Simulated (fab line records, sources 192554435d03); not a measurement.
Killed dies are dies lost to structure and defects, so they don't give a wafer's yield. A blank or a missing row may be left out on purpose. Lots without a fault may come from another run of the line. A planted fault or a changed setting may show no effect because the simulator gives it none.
fab line records | flow n5_finfet | part 1 of 2: steps 1 to 4 of 6
record lots=23 wafers=69 last_day=18
route steps=1938 shown BEOL_M6@1261 BEOL_M7@1264 BEOL_M8@1345
lots that met no fault: from a run of the same line without faults
start_h: hours from the record's first day to the start of the lot's first wafer shown | wait_h: hours since the lot's step before | " the same as in the row above | L1.1+2: a row that stands for several wafers | - no value, or no start given | * or withheld: withheld | < > ~ a bound
route shown NAME@n: a module of which the file shows steps, and the number in the route of the first | usual: mean/standard deviation of fault-free wafers | same: alike in all rows | chamber/n: place in a boat | sites: the reading at each site | _std_site: their standard deviation | _edge_site: outer sites' mean less inner sites' | radius_mm: how far each site lies from the wafer's centre | mask NAME#n: copy n | behind: the tool/chamber that last shaped the wafer | hold: why the lot was held/for how many hours/how that ended | device: the transistor (n, p or np) that didn't switch | end of line: the same wafers' tests at the end of the route | a step without rows: its recipe alone | killed: dies lost to structure and defects at the first sort, not the wafer's yield | map: a wafer's dies, x killed, . not, _ none there
set.NAME: the setting as run; set.NAME@STEP: as run at that earlier step | model.NAME: the simulator's own value behind a step, which no gauge read
steps of the route over a sample of lots; a table a step, a row a wafer
services: from which hour (start_h, from the record's first day; less than 0 if before it) a tool's chamber was out of use, for how many hours, and why
## steps
# step N5_BEOL_M6_RS_MEAS_57
# recipe thk_meas_gauge=four-point-probe reads=Cu_of_BEOL_M6_ECD_50+Co_of_BEOL_M6_CVD_78+TaN_of_BEOL_M6_ALD_77
# usual M6_RS=0.288/0.0081
# columns lot.wafer tool chamber start_h wait_h M6_RS[ohm/sq]
L074.2 film_metro-01 - 188.64 0.1 0.288
L074.3 " - " " 0.289
L074.5 " - " " 0.296
L075.2 film_metro-01 - 205.56 0.1 0.291
L075.4 " - " " 0.286
L075.6 " - " " 0.281
L077.1 film_metro-01 - 209.24 0.1 0.292
L077.2 " - " " 0.285
L077.3 " - " " 0.293
L076.3 film_metro-01 - 210.71 0.1 0.303
L076.4 " - " " 0.296
L076.6 " - " " 0.283
L078.1 film_metro-02 - 211.33 0.1 0.299
L078.2 " - " " 0.291
L078.5 " - " " 0.312
L079.1 film_metro-02 - 222.63 0.1 0.285
L079.3 " - " " 0.297
L079.5 " - " " 0.286
L080.4 film_metro-01 - 223.50 0.1 0.293
L080.5 " - " " 0.283
L080.6 " - " " 0.290
L081.2 film_metro-02 - 235.85 0.1 0.271
L081.3 " - " " 0.300
L081.4 " - " " 0.275
L082.3 film_metro-01 - 237.80 0.1 0.288
L082.4 " - " " 0.287
L082.6 " - " " 0.291
L084.2 film_metro-01 - 246.15 0.1 0.286
L084.3 " - " " 0.289
L084.6 " - " " 0.282
L083.1 film_metro-01 - 254.48 0.1 0.301
L083.4 " - " " 0.290
L083.5 " - " " 0.288
L085.3 film_metro-01 - 262.17 0.1 0.290
L085.5 " - " " 0.288
L085.6 " - " " 0.292
L088.1 film_metro-02 - 280.61 0.1 0.304
L088.5 " - " " 0.293
L088.6 " - " " 0.304
L086.2 film_metro-02 - 282.43 0.1 0.286
L086.3 " - " " 0.286
L086.6 " - " " 0.285
L087.1 film_metro-01 - 282.62 0.1 0.295
L087.2 " - " " 0.300
L087.5 " - " " 0.291
L089.1 film_metro-01 - 288.24 0.1 0.282
L089.2 " - " " 0.294
L089.6 " - " " 0.289
L092.2 film_metro-02 - 293.53 0.1 0.291
L092.3 " - " " 0.280
L092.6 " - " " 0.289
L091.1 film_metro-01 - 299.52 0.1 0.277
L091.4 " - " " 0.282
L091.5 " - " " 0.291
L093.2 film_metro-02 - 311.12 0.1 0.282
L093.5 " - " " 0.281
L093.6 " - " " 0.289
L095.3 film_metro-02 - 327.36 0.1 0.276
L095.5 " - " " 0.287
L095.6 " - " " 0.292
L094.2 film_metro-01 - 328.62 0.1 0.279
L094.3 " - " " 0.297
L094.4 " - " " 0.269
L096.3 film_metro-02 - 330.06 0.1 0.281
L096.4 " - " " 0.286
L096.5 " - " " 0.288
L097.2 film_metro-01 - 331.19 0.1 0.297
L097.4 " - " " 0.295
L097.5 " - " " 0.287
# step N5_BEOL_M7_CURE_74
# recipe temp_c=385 time_s=240 ambient=He/Ar material=SiCOH_lowk
# usual lamp_power_pct=52.32/0.058 wafer_temp_C_max=386.7/0.46
# columns lot.wafer tool chamber start_h wait_h lamp_power_pct wafer_temp_C_max
L074.2 uv_cure-01 2 188.85 0.1 52.35 386.3
L074.3 " 2 " " 52.33 386.2
L074.5 " 2 " " 52.35 385.7
L075.2 uv_cure-03 2 206.24 0.6 52.33 386.4
L075.4 " 2 " " 52.32 386.8
L075.6 " 2 " " 52.29 386.5
L077.1 uv_cure-03 0 209.38 0.1 52.36 386.9
L077.2 " 0 " " 52.26 386.2
L077.3 " 0 " " 52.43 386.6
L076.3 uv_cure-03 1 211.00 0.2 52.39 386.6
L076.4 " 1 " " 52.33 387.2
L076.6 " 1 " " 52.30 387.0
L078.1 uv_cure-01 1 211.46 0.0 52.31 386.6
L078.2 " 1 " " 52.29 386.3
L078.5 " 1 " " 52.36 386.1
L079.1 uv_cure-01 1 223.11 0.4 52.28 386.6
L079.3 " 1 " " 52.20 387.1
L079.5 " 1 " " 52.35 386.6
L080.4 uv_cure-01 2 223.87 0.3 52.36 386.1
L080.5 " 2 " " 52.45 386.3
L080.6 " 2 " " 52.26 386.8
L081.2 uv_cure-01 0 236.06 0.1 52.39 386.6
L081.3 " 0 " " 52.22 386.7
L081.4 " 0 " " 52.32 387.0
L082.3 uv_cure-01 2 238.09 0.2 52.22 385.8
L082.4 " 2 " " 52.33 386.4
L082.6 " 2 " " 52.36 386.2
L084.2 uv_cure-01 0 246.36 0.1 52.42 386.4
L084.3 " 0 " " 52.34 386.5
L084.6 " 0 " " 52.35 386.1
L083.1 uv_cure-01 1 254.62 0.1 52.32 386.3
L083.4 " 1 " " 52.38 386.6
L083.5 " 1 " " 52.32 386.2
L085.3 uv_cure-03 0 262.54 0.3 52.29 386.7
L085.5 " 0 " " 52.25 387.2
L085.6 " 0 " " 52.26 387.3
L088.1 uv_cure-03 2 280.74 0.0 52.40 387.4
L088.5 " 2 " " 52.35 386.9
L088.6 " 2 " " 52.25 388.3
L086.2 uv_cure-03 1 282.64 0.1 52.42 386.4
L086.3 " 1 " " 52.38 387.0
L086.6 " 1 " " 52.19 387.3
L087.1 uv_cure-01 1 282.74 0.0 52.31 386.4
L087.2 " 1 " " 52.33 386.5
L087.5 " 1 " " 52.30 386.1
L089.1 uv_cure-03 2 288.37 0.0 52.34 386.9
L089.2 " 2 " " 52.28 387.3
L089.6 " 2 " " 52.20 387.1
L092.2 uv_cure-02 2 293.73 0.1 52.27 385.8
L092.3 " 2 " " 52.38 386.8
L092.6 " 2 " " 52.41 386.1
L091.1 uv_cure-03 2 299.65 0.0 52.25 387.2
L091.4 " 2 " " 52.25 386.5
L091.5 " 2 " " 52.37 386.4
L093.2 uv_cure-03 1 311.32 0.1 52.31 387.6
L093.5 " 1 " " 52.36 387.2
L093.6 " 1 " " 52.35 387.1
L095.3 uv_cure-01 1 327.69 0.2 52.39 386.6
L095.5 " 1 " " 52.26 387.2
L095.6 " 1 " " 52.28 386.3
L094.2 uv_cure-03 0 328.82 0.1 52.30 386.7
L094.3 " 0 " " 52.24 387.5
L094.4 " 0 " " 52.23 386.7
L096.3 uv_cure-01 1 330.34 0.2 52.26 386.4
L096.4 " 1 " " 52.33 386.2
L096.5 " 1 " " 52.24 386.2
L097.2 uv_cure-03 1 331.40 0.1 52.21 386.6
L097.4 " 1 " " 52.31 387.5
L097.5 " 1 " " 52.41 386.8
# step N5_BEOL_M7_HM_OPEN_17
# recipe chemistry=Cl2/BCl3 target_depth_a=200 overetch_a=60 target=TiN mask_material=SOC ion_energy_ev=150 pressure_mtorr=10 icp_w=1000 bias_w=126 Cl2_flow_sccm=53.25 bcl3_flow_sccm=21.75 Ar_flow_sccm=25
# usual drypump_motor_current_A=5.79/0.19 mfc_ar_sccm=25.00/0.076 oes_product_au=0.65/0.041 rf_fwd_power_W=993/3 throttle_valve_pct=22.12/0.28
# columns lot.wafer tool chamber start_h wait_h drypump_motor_current_A mfc_ar_sccm oes_product_au rf_fwd_power_W rf_hours_counter_h throttle_valve_pct
L074.2 rie_metal-03 0 191.84 0.0 6.02 25.03 0.63 995 59 21.90
L074.3 " 1 " " 6.04 24.92 0.78 992 - 22.46
L074.5 " 1 " " 6.07 24.82 0.79 991 - 22.46
L075.2 rie_metal-03 0 208.32 0.0 6.01 24.92 0.62 991 60 21.88
L075.4 " 0 " " 6.01 24.89 0.63 995 - 21.88
L075.6 " 1 " " 6.05 25.01 0.77 993 - 22.44
L077.1 rie_metal-01 0 210.85 0.0 5.83 25.07 0.66 996 44 21.80
L077.2 " 1 " " 5.80 24.88 0.65 993 41 22.51
L077.3 " 1 " " 5.82 24.98 0.65 994 - 22.50
L076.3 rie_metal-02 1 213.26 0.1 5.48 24.93 0.65 994 - 21.96
L076.4 " 0 " " 5.65 25.00 0.66 995 - 22.00
L076.6 " 0 " " 5.65 25.16 0.67 992 - 22.02
L078.1 rie_metal-02 1 213.52 0.0 5.47 25.01 0.64 987 42 22.01
L078.2 " 0 " " 5.63 24.96 0.65 992 33 22.03
L078.5 " 0 " " 5.64 24.95 0.65 992 - 22.02
L079.1 rie_metal-01 1 227.82 0.0 5.77 24.93 0.65 993 43 22.50
L079.3 " 0 " " 5.85 24.93 0.65 998 - 21.81
L079.5 " 1 " " 5.81 25.03 0.66 996 - 22.49
L080.4 rie_metal-02 0 227.89 0.1 5.63 25.02 0.66 992 - 22.03
L080.5 " 0 " " 5.62 25.05 0.65 987 - 22.03
L080.6 " 1 " " 5.46 25.01 0.65 995 - 21.98
L081.2 rie_metal-03 0 238.63 0.0 6.03 25.13 0.61 991 63 21.92
L081.3 " 0 " " 6.01 24.99 0.61 991 - 21.91
L081.4 " 1 " " 6.00 24.90 0.75 999 - 22.46
L082.3 rie_metal-02 1 239.71 0.1 5.46 24.98 0.65 998 - 22.00
L082.4 " 0 " " 5.63 24.99 0.66 993 - 22.04
L082.6 " 1 " " 5.46 25.00 0.65 993 - 22.02
L084.2 rie_metal-01 1 248.95 0.0 5.82 24.95 0.64 988 45 22.52
L084.3 " 0 " " 5.85 24.94 0.64 990 - 21.84
L084.6 " 0 " " 5.84 24.96 0.64 990 - 21.81
L083.1 rie_metal-01 0 256.46 0.0 5.83 25.15 0.65 992 49 21.80
L083.4 " 1 " " 5.83 25.12 0.65 996 - 22.51
L083.5 " 0 " " 5.80 25.11 0.65 997 - 21.79
L085.3 rie_metal-01 0 267.82 0.1 5.82 25.00 0.65 988 - 21.83
L085.5 " 0 " " 5.82 24.94 0.65 994 - 21.81
L085.6 " 1 " " 5.86 25.21 0.65 994 - 22.51
L088.1 rie_metal-01 0 283.41 0.0 5.83 25.01 0.64 996 51 21.83
L088.5 " 1 " " 5.80 25.00 0.65 994 - 22.51
L088.6 " 0 " " 5.83 24.88 0.65 995 - 21.82
L086.2 rie_metal-01 0 284.63 0.0 5.82 25.04 0.65 994 51 21.81
L086.3 " 1 " " 5.84 25.09 0.64 992 - 22.50
L086.6 " 1 " " 5.84 25.05 0.64 995 - 22.52
L087.1 rie_metal-03 1 284.77 0.0 6.02 25.04 0.75 992 10 22.47
L087.2 " 0 " " 6.03 25.16 0.62 992 66 21.90
L087.5 " 0 " " 6.04 25.15 0.62 995 - 21.90
L089.1 rie_metal-02 0 289.89 0.0 5.60 25.09 0.66 991 39 22.00
L089.2 " 1 " " 5.46 24.92 0.63 992 49 22.01
L089.6 " 1 " " 5.47 24.98 0.64 996 - 21.98
L092.2 rie_metal-03 0 296.41 0.0 6.01 24.90 0.62 992 68 21.88
L092.3 " 0 " " 6.00 24.85 0.62 990 - 21.89
L092.6 " 0 " " 6.02 24.94 0.61 991 - 21.89
L091.1 rie_metal-01 0 302.01 0.0 5.83 24.96 0.64 996 53 21.83
L091.4 " 1 " " 5.87 24.91 0.64 996 - 22.50
L091.5 " 0 " " 5.87 24.93 0.65 996 - 21.81
L093.2 rie_metal-01 0 314.98 0.0 5.85 24.95 0.63 995 54 21.84
L093.5 " 0 " " 5.87 25.05 0.64 997 - 21.83
L093.6 " 1 " " 5.81 24.97 0.63 990 - 22.55
L095.3 rie_metal-02 0 330.20 0.1 5.65 24.89 0.64 995 - 22.05
L095.5 " 0 " " 5.65 24.87 0.64 993 - 22.04
L095.6 " 1 " " 5.47 24.98 0.63 992 - 22.00
L094.2 rie_metal-01 0 330.75 0.0 5.78 24.94 0.63 996 56 21.83
L094.3 " 0 " " 5.86 25.06 0.63 992 - 21.84
L094.4 " 1 " " 5.80 24.99 0.63 989 - 22.52
L096.3 rie_metal-01 0 333.76 0.1 5.86 25.04 0.63 993 - 21.82
L096.4 " 1 " " 5.77 25.08 0.63 992 - 22.52
L096.5 " 0 " " 5.85 24.97 0.64 998 - 21.82
L097.2 rie_metal-02 0 333.84 0.0 5.63 25.01 0.65 996 43 22.05
L097.4 " 1 " " 5.45 25.01 0.63 992 - 22.01
L097.5 " 0 " " 5.63 24.94 0.65 997 - 22.04
# step N5_BEOL_M7_TRENCH_ETCH_37
# recipe chemistry=C4F6/O2 target_depth_a=934.78 target=SiCOH_lowk time_s=31.2 ion_energy_ev=250 pressure_mtorr=30 source_w=345 bias_w=185 Ar_flow_sccm=300 C4F6_flow_sccm=10 O2_flow_sccm=10
# usual drypump_motor_current_A=5.6/0.4 mfc_ar_sccm=300.1/0.91 oes_product_au=0.79/0.08 rf_fwd_power_W=339.4/1.5 rf_vpp_V=667/13 showerhead_plenum_p_Torr=2.82/0.1 throttle_valve_pct=20.85/0.26
# columns lot.wafer tool chamber start_h wait_h drypump_motor_current_A mfc_ar_sccm oes_product_au rf_fwd_power_W rf_hours_counter_h rf_vpp_V showerhead_plenum_p_Torr throttle_valve_pct
L074.2 rie_diel-05 1 - - 5.5 299.5 0.74 341.1 170 684 2.69 20.52
L074.3 " 3 " " 5.5 299.8 0.82 338.5 82 643 2.87 21.02
L074.5 " 3 " " 5.4 300.3 0.83 337.5 - 644 2.87 21.02
L075.2 rie_diel-03 2 - - 6.0 299.8 0.70 341.0 225 679 2.71 20.96
L075.4 " 0 " " 5.8 300.4 0.70 338.9 183 654 2.94 21.30
L075.6 " 0 " " 5.8 299.3 0.71 336.5 - 654 2.94 21.30
L077.1 rie_diel-05 0 - - 6.0 299.5 0.92 337.9 36 663 2.80 20.53
L077.2 " 2 " " 5.8 299.8 0.73 337.4 148 669 2.85 21.10
L077.3 " 3 " " 5.4 299.3 0.81 337.4 87 643 2.87 21.03
L078.1 rie_diel-03 2 - - 6.0 299.8 0.70 341.6 227 680 2.71 20.96
L078.2 " 1 " " 4.9 300.0 0.94 339.7 15 661 2.91 20.82
L078.5 " 1 " " 4.9 300.0 0.94 339.9 - 661 2.91 20.83
L076.3 rie_diel-05 0 - - 6.0 299.1 0.91 339.3 37 665 2.80 20.54
L076.4 " 2 " " 5.8 300.0 0.73 337.1 150 668 2.85 21.10
L076.6 " 3 " " 5.4 298.4 0.81 337.8 - 643 2.87 21.05
L079.1 rie_diel-05 3 - - 5.4 299.8 0.81 338.4 92 643 2.87 21.04
L079.3 " 0 " " 6.1 298.8 0.89 340.0 41 664 2.80 20.54
L079.5 " 1 " " 5.5 298.8 0.73 340.3 - 682 2.69 20.53
L080.4 rie_diel-04 0 - - 6.3 299.8 0.84 341.2 60 650 2.76 21.05
L080.5 " 3 " " 5.4 299.6 0.84 341.3 - 675 3.03 20.51
L080.6 " 2 " " 5.0 300.3 0.73 339.8 - 654 2.72 20.93
L081.2 rie_diel-03 0 - - 5.8 300.6 0.72 339.1 194 655 2.93 21.32
L081.3 " 1 " " 4.9 302.4 0.93 339.1 23 663 2.91 20.85
L081.4 " 2 " " 6.0 301.2 0.69 341.5 235 679 2.71 20.97
L082.3 rie_diel-05 1 - - 5.5 301.5 0.73 338.7 183 684 2.69 20.52
L082.4 " 2 " " 5.8 300.7 0.73 338.0 156 670 2.85 21.12
L082.6 " 0 " " 6.1 299.9 0.89 341.8 - 665 2.79 20.54
L084.2 rie_diel-04 3 - - 5.4 301.3 0.82 339.1 55 675 3.03 20.52
L084.3 " 2 " " 5.0 300.4 0.73 339.5 196 656 2.72 20.95
L084.6 " 3 " " 5.4 299.8 0.83 338.0 - 675 3.03 20.52
L083.1 rie_diel-05 0 - - 6.1 299.1 0.88 339.8 50 664 2.79 20.55
L083.4 " 3 " " 5.4 299.1 0.80 339.0 101 642 2.86 21.03
L083.5 " 1 " " 5.5 301.0 0.73 340.9 - 683 2.69 20.53
L085.3 rie_diel-03 2 - - 6.0 299.4 0.68 340.6 246 679 2.70 20.98
L085.5 " 2 " " 6.0 299.3 0.68 342.0 - 680 2.70 20.97
L085.6 " 3 " " 5.9 300.9 0.87 336.0 - 686 2.91 20.96
L088.1 rie_diel-05 0 - - 6.1 302.3 0.87 341.7 57 664 2.79 20.57
L088.5 " 1 " " 5.5 300.9 0.72 339.3 - 681 2.69 20.55
L088.6 " 2 " " 5.7 299.6 0.73 338.1 - 670 2.84 21.13
L087.1 rie_diel-05 2 - - 5.8 298.8 0.72 338.5 168 668 2.84 21.12
L087.2 " 0 " " 6.1 300.6 0.86 338.8 57 665 2.79 20.56
L087.5 " 0 " " 6.1 300.4 0.88 339.9 - 664 2.79 20.58
L086.2 rie_diel-04 1 - - 5.1 301.0 0.91 337.9 11 682 2.79 20.69
L086.3 " 0 " " 6.3 299.2 0.82 342.7 78 652 2.75 21.06
L086.6 " 3 " " 5.4 299.7 0.82 341.3 - 672 3.02 20.55
L089.1 rie_diel-05 1 - - 5.5 300.4 0.71 340.9 194 682 2.68 20.55
L089.2 " 2 " " 5.8 299.9 0.72 338.0 170 667 2.84 21.13
L089.6 " 0 " " 6.1 298.8 0.86 341.2 - 663 2.79 20.56
L092.2 rie_diel-03 0 - - 5.8 300.3 0.69 339.1 212 653 2.93 21.35
L092.3 " 1 " " 4.9 301.2 0.90 338.1 42 662 2.90 20.86
L092.6 " 0 " " 5.8 298.8 0.69 338.3 - 654 2.93 21.37
L091.1 rie_diel-04 3 - - 5.4 300.7 0.80 341.3 72 675 3.02 20.54
L091.4 " 0 " " 6.3 300.4 0.82 341.5 83 650 2.75 21.08
L091.5 " 2 " " 5.0 299.8 0.72 338.2 - 656 2.71 20.96
L093.2 rie_diel-05 1 - - 5.5 300.7 0.71 340.2 205 682 2.68 20.57
L093.5 " 0 " " 6.1 299.4 0.86 339.8 - 665 2.78 20.60
L093.6 " 1 " " 5.5 299.2 0.70 339.2 - 683 2.68 20.55
L095.3 rie_diel-04 2 - - 5.0 300.4 0.71 338.7 218 655 2.71 20.96
L095.5 " 1 " " 5.0 300.4 0.89 339.6 - 682 2.78 20.71
L095.6 " 2 " " 5.0 299.6 0.72 339.8 - 654 2.71 20.95
L094.2 rie_diel-05 0 - - 6.1 301.0 0.86 338.7 75 664 2.78 20.59
L094.3 " 1 " " 5.5 298.4 0.71 340.3 210 683 2.68 20.57
L094.4 " 2 " " 5.8 300.0 0.71 336.6 185 670 2.83 21.14
L097.2 rie_diel-05 1 - - 5.5 299.9 0.72 339.9 211 681 2.68 20.59
L097.4 " 2 " " 5.8 301.0 0.70 338.8 186 669 2.83 21.18
L097.5 " 0 " " 6.1 299.8 0.86 341.5 - 665 2.78 20.58
L096.3 rie_diel-03 2 - - 6.0 299.7 0.94 338.0 8 691 3.04 20.65
L096.4 " 0 " " 5.8 298.6 0.68 339.5 224 654 2.92 21.35
L096.5 " 2 " " 6.0 300.4 0.94 341.6 - 690 3.04 20.62
